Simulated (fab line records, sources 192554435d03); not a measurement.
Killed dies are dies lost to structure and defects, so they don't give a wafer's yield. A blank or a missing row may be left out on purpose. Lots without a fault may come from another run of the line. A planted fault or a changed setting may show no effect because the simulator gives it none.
A struck lot beside a sound one | flow n5_finfet | 27 steps out of a route of 1938
Sound: wafers L845.2, L845.4, L845.5. Struck: wafers L838.1, L838.3, L838.5. The cause comes at the end.
At each step with rows: each side's tool, then ch and its chambers, then its first start. Under that, the readings that differ: sound wafers | struck wafers | difference of the means | sigmas: that difference in standard deviations of wafers without a fault.
alike: readings whose means differ by less than 2 such deviations, and words and numbers that are the same on both sides. not compared: withheld readings, readings that some wafer has no value for, bounds like >300 that may hide the same value, and numbers for which the record gives no deviation and whose values overlap.
The two part at a step that has a row with sigmas, a row that says differs or no value, or rows on one side only. Numbers that don't overlap but have no deviation are shown without sigmas and don't part them. A reading that every wafer of one side lacks parts them only if that side has two wafers or more.

N5_BEOL_M0_SAQP_RECESS_104: chemistry HF/NH3, target SiO2, target depth 18 nm, afs cycles 3, sublimation time 60 s.
  sound on vapor_etch-02 ch 0, day 9 02:52; struck on vapor_etch-01 ch 0,1, day 7 09:55
  alike: drypump_motor_current_A
then, 1 step without rows for these wafers: N5_BEOL_M0_SAQP_COAT_105 (time 60 s, resist thk 100 nm).
N5_BEOL_M0_SAQP_ETCH_106: etches SOC in N2/H2, stops on SiNx, target depth 150 nm.
  sound on rie_diel-02 ch 1,2,3, day 9 03:19; struck on rie_diel-06 ch 0,2,3, day 7 10:32
  alike: drypump_motor_current_A, oes_product_au, rf_vpp_V, showerhead_plenum_p_Torr, throttle_valve_pct
  not compared: rf_hours_counter_h
N5_BEOL_M0_SAQP_ETCH_107: etches SiNx in CH3F/O2, target depth 30 nm.
  sound on rie_diel-02 ch 1,2,3, day 9 03:22; struck on rie_diel-06 ch 0,2,3, day 7 10:36
  alike: drypump_motor_current_A, oes_product_au, rf_vpp_V, showerhead_plenum_p_Torr, throttle_valve_pct
  not compared: rf_hours_counter_h
then, 1 step without rows for these wafers: N5_BEOL_M0_SAQP_STRIP_108 (strips in N2/H2).
N5_BEOL_M0_SAQP_RECESS_109: chemistry HF/NH3, target SiO2, target depth 3 nm, afs cycles 1, sublimation time 60 s.
  sound on vapor_etch-01 ch 0,1, day 9 03:28; struck on vapor_etch-02 ch 0, day 7 10:42
  alike: drypump_motor_current_A
then, 1 step without rows for these wafers: N5_BEOL_M0_SAQP_SPACER2_ALD_26 (deposits SiO2, target thk 15 nm, pulse time 1 s, purge time 2 s).
N5_BEOL_M0_SAQP_SPACER2_ETCHBACK_27: etches SiO2 in CHF3/O2, target depth 22.5 nm, time 11.25 s.
  sound on rie_diel-06 ch 1,2, day 9 04:10; struck on rie_diel-06 ch 0,2,3, day 7 11:28
  alike: drypump_motor_current_A, oes_product_au, rf_vpp_V, showerhead_plenum_p_Torr, throttle_valve_pct
  not compared: rf_hours_counter_h
then, 1 step without rows for these wafers: N5_BEOL_M0_SAQP_MANDREL2_REMOVE_110 (chemistry HBr/Cl2/O2, target a-Si, stops on SiCN, bt time 10 s).
N5_BEOL_M0_SAQP_CD_MEAS_29: target cd 14.4 nm.
  sound on cd_sem-02 ch 0, day 9 04:22; struck on cd_sem-03 ch 0, day 7 11:40
  alike: cd_nm
then, 2 steps without rows for these wafers: N5_BEOL_M0_SAQP_COAT_69 (time 60 s, resist thk 90 nm); N5_BEOL_M0_SAQP_COAT_72 (time 60 s, resist thk 15 nm).
N5_BEOL_M0_SAQP_COAT_87: time 60 s, resist thk 5 nm.
  sound on litho_track-05 ch 0, day 9 04:24; struck on litho_track-01 ch 0, day 7 11:43
  reading              | sound                | struck               | difference | sigmas
  spin_speed_rpm (rpm) | 1501.1 1501.0 1500.7 | 1605.0 1608.9 1607.3 | +106.1     | +88
  alike: chill_plate_temp_C
then, 6 steps without rows for these wafers: N5_BEOL_M0_SAQP_COAT_34 (resist thk 30 nm); N5_BEOL_M0_SAQP_EBR_36; N5_BEOL_M0_SAQP_SOFTBAKE_35 (time 60 s); N5_BEOL_M0_SAQP_EXPOSE_37 (exposes mask M0 CUT1, target cd 30 nm); N5_BEOL_M0_SAQP_PEB_38 (peb time 60 s); N5_BEOL_M0_SAQP_DEVELOP_39 (develop time 30 s).
N5_BEOL_M0_SAQP_CD_MEAS_40: target cd 30 nm.
  sound on cd_sem-01 ch 0, day 9 04:46; struck on cd_sem-03 ch 0, day 7 12:06
  alike: cd_nm
N5_BEOL_M0_SAQP_OVL_MEAS_41:
  sound on overlay-02 ch 0, day 9 04:49; struck on overlay-02 ch 0, day 7 12:08
  alike: M0_CUT1_OVL
N5_BEOL_M0_SAQP_INSPECT_42: inspects for defects (brightfield).
  sound on defect_inspect-01, day 9 04:52; struck on defect_inspect-01, day 7 12:11
  alike: raw_defect_count
then, 1 step without rows for these wafers: N5_BEOL_M0_SAQP_DESCUM_45 (chemistry O2, time 7 s).
N5_BEOL_M0_SAQP_ETCH_88: etches underlayer in N2/H2, target depth 6.5 nm, time 5.2 s.
  sound on rie_diel-02 ch 1,2,3, day 9 04:56; struck on rie_diel-02 ch 1,2, day 7 12:15
  reading                  | sound             | struck            | difference | sigmas
  model.etch.depth_nm (nm) | 5.009 4.997 5.014 | 4.841 4.833 4.836 | -0.170     |
  alike: drypump_motor_current_A, etch_rf_on_time_s, oes_product_au, rf_vpp_V, showerhead_plenum_p_Torr, throttle_valve_pct
  not compared: rf_hours_counter_h
then, 1 step without rows for these wafers: N5_BEOL_M0_SAQP_ETCH_73 (etches SiARC in CF4, target depth 19.5 nm, time 32.5 s).
-- the record jumps here: 2 days lie between the struck wafers' starts before and after (it left off in module BEOL_M0_SAQP and takes up again in module BEOL_M4, whose first step shown is number 1111 of the route) --
N5_BEOL_M4_RC_MEAS_101:
  sound on prober-01 ch 0, day 11 15:07; struck on prober-02 ch 0, day 9 15:39
  alike: DIBL_N, DIBL_P, IOFF_N, IOFF_P, ION_N, ION_P, SS_N, SS_P, VT_N, VT_P
then, 1 step without rows for these wafers: N5_PASSIVATION_PROBE_49.

WHERE THEY PART
Only at N5_BEOL_M0_SAQP_COAT_87, within this record. Later steps at which nothing parts them and some readings are alike: N5_BEOL_M0_SAQP_CD_MEAS_40, N5_BEOL_M0_SAQP_OVL_MEAS_41, N5_BEOL_M0_SAQP_INSPECT_42, N5_BEOL_M0_SAQP_ETCH_88, N5_BEOL_M4_RC_MEAS_101.

WHY: what the simulator had put in
Process parameter drift: litho_track-01, from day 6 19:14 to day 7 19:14, at N5_BEOL_M0_SAQP_COAT_87. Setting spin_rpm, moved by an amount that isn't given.
